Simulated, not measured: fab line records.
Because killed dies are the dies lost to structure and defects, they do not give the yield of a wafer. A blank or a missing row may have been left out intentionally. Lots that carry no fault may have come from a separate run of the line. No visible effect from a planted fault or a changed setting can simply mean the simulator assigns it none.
Tool commonality check ; flow nand-harc ; Sampled: 14 lots, 42 wafers

## WHY IT WAS OPENED
At NHARC_P_CONTACT_CD_MEAS_12 the reading cd-nm is flagged on 2 of 14 lots. No-fault wafers: 90.1 nm, standard deviation 0.94.
Rule: a lot is flagged in two cases, either no wafer of it has a number, or all its wafers with numbers fall more than 4 standard deviations from that mean. All remaining lots are regarded as sound.

lot;measured;on;cd-nm (nm), wafer by wafer;flag
L856;day 6 00:07;cd-sem-01;89.3 90.9 90.0;
L857;day 6 06:14;cd-sem-01;88.5 89.5 89.9;
L858;day 6 18:44;cd-sem-01;91.2 91.4 89.9;
L860;day 7 15:20;cd-sem-03;89.0 89.6 90.7;
L864;day 9 14:47;cd-sem-03;89.3 88.7 90.3;
L865;day 9 20:00;cd-sem-01;89.3 89.9 89.3;
L867;day 10 21:49;cd-sem-02;89.6 90.4 91.0;
L868;day 11 03:05;cd-sem-03;91.3 90.9 90.5;
L869;day 11 22:00;cd-sem-02;92.4 92.4 91.4;
L871;day 12 00:47;cd-sem-03;105.7 106.0 104.8;FLAGGED
L872;day 12 10:08;cd-sem-01;103.1 101.4 102.8;FLAGGED
L873;day 12 23:02;cd-sem-02;90.4 90.3 90.2;
L878;day 15 06:27;cd-sem-01;88.9 88.9 88.9;
L879;day 15 14:23;cd-sem-03;91.1 90.3 89.5;
The numbers of the flagged lots are 104.0 nm on average: +13.9 nm against the usual, or +15 standard deviations.

## EACH LOT AND THE TOOL IT RAN ON
Before the reading, the record contains 4 process steps out of a 1302-step route. Each cell gives the tool, then ch followed by the chambers the sampled wafers passed through, then the start.
lot;flag;NHARC_P_GATE_STRIP_111;NHARC_P_CONTACT_DEP_00;NHARC_P_CONTACT_CMP_01;NHARC_P_CONTACT_PEB_10
L856;;plasma-asher-01 ch 0,1, day 5 16:31;pecvd-04 ch 0,2, day 5 23:22 or earlier;cmp-04 ch 0,2,3, day 5 23:22;litho-track-04 ch 0, day 6 00:02
L857;;plasma-asher-02 ch 0,1, day 5 22:38;pecvd-02 ch 0,2, day 6 05:24 or earlier;cmp-01 ch 1,2, day 6 05:24;litho-track-06 ch 0, day 6 06:09
L858;;plasma-asher-02 ch 1, day 6 11:06;pecvd-02 ch 1,2, day 6 18:02 or earlier;cmp-04 ch 1,2, day 6 18:02;litho-track-01 ch 0, day 6 18:39
L860;;plasma-asher-01 ch 0,1, day 7 08:06;pecvd-01 ch 0,1,2, day 7 14:40 or earlier;cmp-03 ch 2,3, day 7 14:40;litho-track-06 ch 0, day 7 15:16
L864;;plasma-asher-02 ch 0,1, day 9 07:17;pecvd-04 ch 1,2, day 9 14:00 or earlier;cmp-04 ch 0,1,3, day 9 14:00;litho-track-06 ch 0, day 9 14:42
L865;;plasma-asher-02 ch 0,1, day 9 12:26;pecvd-02 ch 1,2, day 9 19:13 or earlier;cmp-01 ch 0,1,3, day 9 19:13;litho-track-06 ch 0, day 9 19:55
L867;;plasma-asher-02 ch 0,1, day 10 14:14;pecvd-04 ch 0,1,2, day 10 21:01 or earlier;cmp-03 ch 2,3, day 10 21:01;litho-track-01 ch 0, day 10 21:44
L868;;plasma-asher-01 ch 0,1, day 10 19:36;pecvd-02 ch 0,1, day 11 02:16 or earlier;cmp-04 ch 0,1, day 11 02:16;litho-track-04 ch 0, day 11 03:00
L869;;plasma-asher-01 ch 0,1, day 11 13:55;pecvd-02 ch 0,1, day 11 21:07 or earlier;cmp-04 ch 1,2,3, day 11 21:07;litho-track-01 ch 0, day 11 21:55
L871;FLAGGED;plasma-asher-01 ch 0,1, day 11 17:24;pecvd-02 ch 1,2, day 12 00:08 or earlier;cmp-04 ch 0,1,2, day 12 00:08;litho-track-01 ch 0, day 12 00:43
L872;FLAGGED;plasma-asher-02 ch 0,1, day 12 02:50;pecvd-02 ch 0,2, day 12 09:28 or earlier;cmp-03 ch 1,2,3, day 12 09:28;litho-track-01 ch 0, day 12 10:04
L873;;plasma-asher-02 ch 0,1, day 12 15:32;pecvd-02 ch 0,1,2, day 12 22:12 or earlier;cmp-04 ch 1,3, day 12 22:12;litho-track-04 ch 0, day 12 22:57
L878;;plasma-asher-01 ch 1, day 14 23:08;pecvd-04 ch 0,1,2, day 15 05:37 or earlier;cmp-03 ch 1,2,3, day 15 05:37;litho-track-06 ch 0, day 15 06:22
L879;;plasma-asher-02 ch 0,1, day 15 06:26;pecvd-04 ch 0,2, day 15 12:58;cmp-04 ch 1,2,3, day 15 13:34;litho-track-04 ch 0, day 15 14:19
What these steps do:
- NHARC_P_GATE_STRIP_111: strips in N2/H2, time 250 s.
- NHARC_P_CONTACT_DEP_00: deposits SiO2, target thk 500 nm.
- NHARC_P_CONTACT_CMP_01: polishes SiO2, target thk 200 nm.
- NHARC_P_CONTACT_PEB_10: peb time 65 s.
- NHARC_P_CONTACT_CD_MEAS_12: target cd 90 nm.

## FLAGGED OVER TOTAL, TOOL BY TOOL (the gauges that took the reading come last)
step;tool;lots run;flagged;share of the flagged lots;sound lots run after its first flagged lot
NHARC_P_GATE_STRIP_111;plasma-asher-01;6;1;some;1 (L878)
NHARC_P_GATE_STRIP_111;plasma-asher-02;8;1;some;2 (L873,L879)
NHARC_P_CONTACT_DEP_00;pecvd-01;1;0;none;-
NHARC_P_CONTACT_DEP_00;pecvd-02;8;2;all;1 (L873)
NHARC_P_CONTACT_DEP_00;pecvd-04;5;0;none;-
NHARC_P_CONTACT_CMP_01;cmp-01;2;0;none;-
NHARC_P_CONTACT_CMP_01;cmp-03;4;1;some;1 (L878)
NHARC_P_CONTACT_CMP_01;cmp-04;8;1;some;2 (L873,L879)
NHARC_P_CONTACT_PEB_10;litho-track-01;5;2;all;0
NHARC_P_CONTACT_PEB_10;litho-track-04;4;0;none;-
NHARC_P_CONTACT_PEB_10;litho-track-06;5;0;none;-
NHARC_P_CONTACT_CD_MEAS_12;cd-sem-01;6;1;some;1 (L878)
NHARC_P_CONTACT_CD_MEAS_12;cd-sem-02;3;0;none;-
NHARC_P_CONTACT_CD_MEAS_12;cd-sem-03;5;1;some;1 (L879)
NHARC_P_CONTACT_DEP_00: start missing for some lots; hours and lot order therefore follow NHARC_P_CONTACT_CMP_01.

## THE TABLE: WHAT IT ALLOWS
Every flagged lot went through 2 rows of the table: pecvd-02 at NHARC_P_CONTACT_DEP_00 and litho-track-01 at NHARC_P_CONTACT_PEB_10.
- pecvd-02 at NHARC_P_CONTACT_DEP_00: 2 of its 8 lots flagged. Sound lots ran on it after the first flagged one (L873), which a lasting fault on the whole tool wouldn't allow.
- litho-track-01 at NHARC_P_CONTACT_PEB_10: 2 of its 5 lots flagged. Its last sound lot is L869 (day 11 21:55), its first flagged lot L871 (day 12 00:43): a fault that began between those two fits. Its own readings (heater-power-total-W, plate-temp-C) fall more than 4 standard deviations out on all wafers of the flagged lots.
Just one tool remains: litho-track-01 at NHARC_P_CONTACT_PEB_10.

## WHAT THE SIMULATOR HAD INSERTED
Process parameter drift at NHARC_P_CONTACT_PEB_10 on litho-track-01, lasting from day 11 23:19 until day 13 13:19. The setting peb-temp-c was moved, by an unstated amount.
Shown lots that were struck: L871, L872. The rule above reached the same finding.
